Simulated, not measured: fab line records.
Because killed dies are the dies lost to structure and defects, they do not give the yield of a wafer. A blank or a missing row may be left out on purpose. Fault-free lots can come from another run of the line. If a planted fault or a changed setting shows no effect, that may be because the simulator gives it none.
Which tool was responsible? | flow n5-finfet | 9 lots with 27 wafers sampled at 5 steps, on a route of 1938 steps

WHAT THE GAUGES READ, wafer by wafer
N5_BEOL_M4_RC_MEAS_101.
lot  | measured     | on        | DIBL_N (mV/V)  | DIBL_P (mV/V)  | IOFF_N (nA/um) | IOFF_P (nA/um) | ION_N (uA/um) | ION_P (uA/um) | SS_N (mV/dec)  | SS_P (mV/dec)  | VT_N (mV)   | VT_P (mV)
L101 | day 7 15:56  | prober-01 | 40.9 39.8 36.5 | 41.0 39.5 35.0 | 0.27 0.23 0.16 | 0.32 0.29 0.23 | 695 695 669   | 472 474 465   | 72.0 72.1 71.2 | 74.4 74.1 72.4 | 240 245 252 | -242.9 -243.5 -247.3
L102 | day 8 20:15  | prober-02 | 36.7 34.7 39.2 | 38.2 33.9 41.4 | 0.19 0.14 0.25 | 0.25 0.17 0.32 | 675 666 693   | 465 457 473   | 72.5 72.2 72.8 | 73.7 72.5 74.6 | 248 250 242 | -248.4 -252.9 -245.7
L107 | day 9 23:12  | prober-01 | 35.3 35.7 32.9 | 37.0 36.7 34.1 | 0.15 0.15 0.11 | 0.20 0.20 0.16 | 675 666 668   | 464 459 465   | 71.0 71.3 71.0 | 73.5 73.3 72.7 | 249 253 255 | -252.4 -251.4 -253.0
L108 | day 10 07:46 | prober-02 | 36.7 36.1 37.2 | 37.7 36.2 37.3 | 0.18 0.16 0.17 | 0.24 0.20 0.22 | 675 673 670   | 466 461 464   | 71.9 71.7 72.3 | 74.2 74.1 74.1 | 250 252 252 | -244.6 -250.6 -246.3
L109 | day 10 05:17 | prober-01 | 37.1 38.0 40.5 | 38.9 39.6 43.6 | 0.18 0.18 0.26 | 0.20 0.22 0.29 | 690 681 697   | 466 464 464   | 70.7 71.6 72.0 | 73.9 74.2 74.2 | 244 247 242 | -253.0 -252.3 -248.7
L111 | day 11 04:19 | prober-02 | 36.3 34.5 36.6 | 37.7 34.6 37.1 | 0.18 0.15 0.19 | 0.22 0.18 0.21 | 682 671 683   | 457 456 464   | 71.2 70.8 71.7 | 74.1 72.5 73.6 | 248 248 244 | -251.5 -252.5 -253.3
L114 | day 11 10:07 | prober-01 | 35.5 33.3 35.3 | 34.8 33.1 34.6 | 0.15 0.12 0.15 | 0.20 0.18 0.19 | 685 669 677   | 470 456 462   | 71.1 70.8 70.9 | 72.8 72.4 72.5 | 250 252 251 | -249.7 -249.3 -251.7
L123 | day 14 07:43 | prober-02 | 37.5 37.7 36.6 | 39.3 39.7 38.0 | 0.18 0.18 0.16 | 0.24 0.25 0.23 | 691 680 685   | 475 471 474   | 71.0 72.0 71.1 | 73.8 74.1 73.4 | 246 247 246 | -246.5 -247.2 -248.1
L124 | day 14 06:26 | prober-01 | 37.2 37.9 39.3 | 37.1 36.6 38.0 | 0.16 0.16 0.20 | 0.21 0.21 0.25 | 673 681 687   | 457 461 464   | 71.4 72.1 72.2 | 73.4 74.0 73.7 | 250 250 247 | -252.4 -252.9 -246.7

N5_PASSIVATION_OVL_MEAS_63.
lot  | measured     | on         | PAD_OVL (nm)
L101 | day 11 21:30 | overlay-01 | -5 -4 -12
L102 | day 12 23:28 | overlay-01 | 8 3 1
L107 | day 14 08:21 | overlay-02 | -1 -6 -2
L108 | day 14 17:50 | overlay-01 | -7 2 -4
L109 | day 14 12:50 | overlay-01 | -10 -10 -6
L111 | day 15 11:47 | overlay-02 | 2 2 0
L114 | day 15 12:02 | overlay-01 | 5 -1 0
L123 | day 19 00:50 | overlay-01 | 2 4 -3
L124 | day 19 00:08 | overlay-01 | -9 -3 -7

N5_PASSIVATION_INSPECT_64: inspects for defects (macro).
lot  | measured     | on                | raw-defect-count
L101 | day 11 21:31 | defect-inspect-02 | 0 0 2
L102 | day 12 23:29 | defect-inspect-01 | 3 1 4
L107 | day 14 08:23 | defect-inspect-01 | 1 3 0
L108 | day 14 17:51 | defect-inspect-01 | 2 3 1
L109 | day 14 12:52 | defect-inspect-01 | 1 4 0
L111 | day 15 11:48 | defect-inspect-02 | 2 1 6
L114 | day 15 12:04 | defect-inspect-02 | 3 2 0
L123 | day 19 00:52 | defect-inspect-01 | 1 4 1
L124 | day 19 00:09 | defect-inspect-01 | 1 1 0

WHAT TOOL EACH LOT RAN ON (gives the tool, then ch and the chambers of the sampled wafers, and finally the start)
lot  | N5_MOL_CONTACT_COAG_VIA_ETCH_46    | N5_PASSIVATION_PASS_ETCH_74
L101 | rie-diel-01 ch 0,3, day 5 07:33    | rie-diel-02 ch 0,2,3, day 11 20:05
L102 | rie-diel-05 ch 0,1,2, day 5 16:44  | rie-diel-02 ch 1,2, day 12 22:05
L107 | rie-diel-05 ch 0,2, day 6 15:41    | rie-diel-04 ch 1,3, day 14 06:52
L108 | rie-diel-05 ch 0,1, day 6 21:25    | rie-diel-03 ch 1,3, day 14 16:17
L109 | rie-diel-05 ch 2,3, day 7 02:46    | rie-diel-04 ch 0,1,3, day 14 11:33
L111 | rie-diel-06 ch 0,3, day 7 18:59    | rie-diel-03 ch 1,2, day 15 07:57
L114 | rie-diel-05 ch 0,3, day 8 11:49    | rie-diel-04 ch 0,1,3, day 15 08:23
L123 | rie-diel-05 ch 0,2,3, day 10 16:42 | rie-diel-03 ch 1,2, day 18 22:59
L124 | rie-diel-05 ch 0,2,3, day 10 22:50 | rie-diel-04 ch 1,2,3, day 18 22:37
- N5_MOL_CONTACT_COAG_VIA_ETCH_46: etches SiO2 in C4F6/O2, target depth 46 nm, overetch 9.2 nm, time 40 s.
- N5_PASSIVATION_PASS_ETCH_74: etches SiNx in CF4/O2, target depth 220 nm, time 110 s.

WHAT THE TOOLS THEMSELVES READ (means of the sampled wafers that have a number; where no wafer has one, the mark that the record gives instead)
N5_MOL_CONTACT_COAG_VIA_ETCH_46.
lot  | tool        | drypump-motor-current-A (A) | oes-product-au (a.u.) | rf-fwd-power-W (W) | rf-vpp-V (V) | showerhead-plenum-p-Torr (Torr) | throttle-valve-pct (%)
L101 | rie-diel-01 | 5.1                         | 0.68                  | 322.1              | 1615         | 2.78                            | 40.8
L102 | rie-diel-05 | 5.8                         | 0.68                  | 324.2              | 1597         | 2.84                            | 40.7
L107 | rie-diel-05 | 5.9                         | 0.74                  | 322.0              | 1591         | 2.83                            | 40.5
L108 | rie-diel-05 | 5.8                         | 0.69                  | 323.0              | 1586         | 2.81                            | 40.9
L109 | rie-diel-05 | 5.7                         | 0.61                  | 323.1              | 1618         | 2.93                            | 40.6
L111 | rie-diel-06 | 5.5                         | 0.64                  | 324.5              | 1601         | 2.77                            | 41.1
L114 | rie-diel-05 | 6.1                         | 0.73                  | 322.0              | 1582         | 2.84                            | 40.7
L123 | rie-diel-05 | 5.9                         | 0.75                  | 322.9              | 1599         | 2.87                            | 40.9
L124 | rie-diel-05 | 5.9                         | 0.74                  | 322.5              | 1599         | 2.87                            | 40.9

N5_PASSIVATION_PASS_ETCH_74.
lot  | tool        | drypump-motor-current-A (A) | oes-product-au (a.u.) | rf-fwd-power-W (W) | rf-vpp-V (V) | showerhead-plenum-p-Torr (Torr) | throttle-valve-pct (%)
L101 | rie-diel-02 | 5.5                         | 0.80                  | 533.3              | 242          | 2.18                            | 16.13
L102 | rie-diel-02 | 6.0                         | 0.80                  | 531.2              | 240          | 2.19                            | 16.08
L107 | rie-diel-04 | 5.6                         | 0.86                  | 531.8              | 241          | 2.27                            | 15.80
L108 | rie-diel-03 | 5.6                         | 0.72                  | 532.2              | 243          | 2.22                            | 15.96
L109 | rie-diel-04 | 5.7                         | 0.90                  | 531.3              | 241          | 2.30                            | 15.83
L111 | rie-diel-03 | 5.9                         | 0.73                  | 533.5              | 243          | 2.13                            | 16.09
L114 | rie-diel-04 | 5.7                         | 0.89                  | 530.8              | 241          | 2.30                            | 15.84
L123 | rie-diel-03 | 5.9                         | 0.71                  | 534.0              | 243          | 2.12                            | 16.13
L124 | rie-diel-04 | 5.8                         | 0.77                  | 531.4              | 238          | 2.24                            | 16.00

THE ANSWER, worked out from the rows above alone
Rule: the usual values come from the lots themselves. The widest of any qualifying gaps counts: lots, ordered by their means at a reading, are off when they make up no more than a third of the lots, leave a main group of 4 or more, and stand apart from it by 3 or more times the standard deviation of that group's means. A main group whose means are all the same, to the digits that the tables above print for the reading, isn't used. Also off: a lot with no number at a reading for which 4 or more lots have one. All remaining lots with rows at the step are treated as sound. Order of review: gauges by route order, followed by the tools' own readings, for which a lot's mean as printed above is used. At the first step where some lot is off, the reading lying furthest off is the one used; lots without a number count as furthest.
No lot is off on any of the readings shown, so nothing can be concluded from this.

WHAT HAD BEEN PUT IN BY THE SIMULATOR
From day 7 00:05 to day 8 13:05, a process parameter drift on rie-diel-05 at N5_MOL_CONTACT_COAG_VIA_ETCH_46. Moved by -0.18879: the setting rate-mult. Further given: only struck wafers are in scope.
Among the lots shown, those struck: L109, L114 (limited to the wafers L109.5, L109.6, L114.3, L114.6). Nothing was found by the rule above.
